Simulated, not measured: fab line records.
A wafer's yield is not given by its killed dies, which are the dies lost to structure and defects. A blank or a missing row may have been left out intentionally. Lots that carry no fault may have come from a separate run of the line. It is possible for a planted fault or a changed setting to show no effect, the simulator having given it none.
Matching of chambers | flow n5 finfet | rie diel-03 running N5_BEOL_M14_VIA_ETCH_16: 4 sister chambers
The step etches SiO2 in C4F8/O2/Ar, target depth 1231.3 nm. 16 wafers are shown with their chamber, then 8 later ones without.

WAFERS, EACH WITH ITS CHAMBER
wafer  | chamber | drypump motor current A (A) | throttle valve pct (%) | rf vpp V (V)
L075.1 | 2       | 5.8                         | 31.17                  | 2228
L075.3 | 1       | 4.9                         | 30.65                  | 2217
L075.5 | 1       | 4.9                         | 30.65                  | 2215
L079.1 | 0       | 6.3                         | 31.08                  | 2232
L079.2 | 3       | 5.7                         | 30.87                  | 2234
L079.5 | 2       | 5.8                         | 31.18                  | 2227
L080.2 | 3       | 5.8                         | 30.85                  | 2236
L080.3 | 1       | 4.9                         | 30.65                  | 2215
L080.4 | 2       | 5.8                         | 31.19                  | 2227
L088.1 | 1       | 4.9                         | 30.67                  | 2215
L088.2 | 0       | 6.3                         | 30.94                  | 2232
L088.4 | 2       | 5.8                         | 30.88                  | 2263
L087.1 | 3       | 5.8                         | 30.89                  | 2234
L087.3 | 1       | 4.9                         | 30.69                  | 2216
L087.5 | 2       | 5.8                         | 30.90                  | 2266
L093.4 | 1       | 4.8                         | 30.67                  | 2215

SIGNATURES, as means of the wafers listed above
reading                 | chamber 0 | chamber 1 | chamber 2 | chamber 3 | scatter within a chamber
drypump motor current A | 6.300     | 4.883     | 5.800     | 5.767     | 0.0354
throttle valve pct      | 31.0100   | 30.6633   | 31.0640   | 30.8700   | 0.0971
rf vpp V                | 2232.00   | 2215.50   | 2242.20   | 2234.67   | 11.8
Rule: for a wafer and a chamber, the distance is found by dividing, reading by reading, the gap between the wafer's reading and the chamber's mean by the reading's scatter, squaring, summing and taking the root. The wafer belongs to the nearest chamber; if the next one is less than 2 further off, it can't be placed. The scatter is the square root of a quotient: the sum, over the shown wafers, of each reading's squared deviation from its chamber's mean, divided by wafers minus chambers.

WAFERS MISSING THEIR CHAMBER
wafer  | drypump motor current A (A) | throttle valve pct (%) | rf vpp V (V)
L093.5 | 4.8                         | 30.67                  | 2216
L093.6 | 5.8                         | 30.89                  | 2264
L092.1 | 6.3                         | 30.94                  | 2230
L092.2 | 4.9                         | 30.67                  | 2216
L092.5 | 4.8                         | 30.67                  | 2215
L096.1 | 5.8                         | 30.91                  | 2233
L096.2 | 4.8                         | 30.69                  | 2214
L096.6 | 4.8                         | 30.70                  | 2215

THE CHAMBER EACH PASSED THROUGH
wafer  | from the rows above     | in truth
L093.5 | 1                       | 1
L093.6 | can't be placed: 2 or 3 | 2
L092.1 | 0                       | 0
L092.2 | 1                       | 1
L092.5 | 1                       | 1
L096.1 | can't be placed: 3 or 2 | 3
L096.2 | 1                       | 1
L096.6 | 1                       | 1
Correctly placed: 6 of 8. Cannot be placed on the basis of these rows: 2; the candidates contain the true chamber in 2. Placed wrongly: 0.
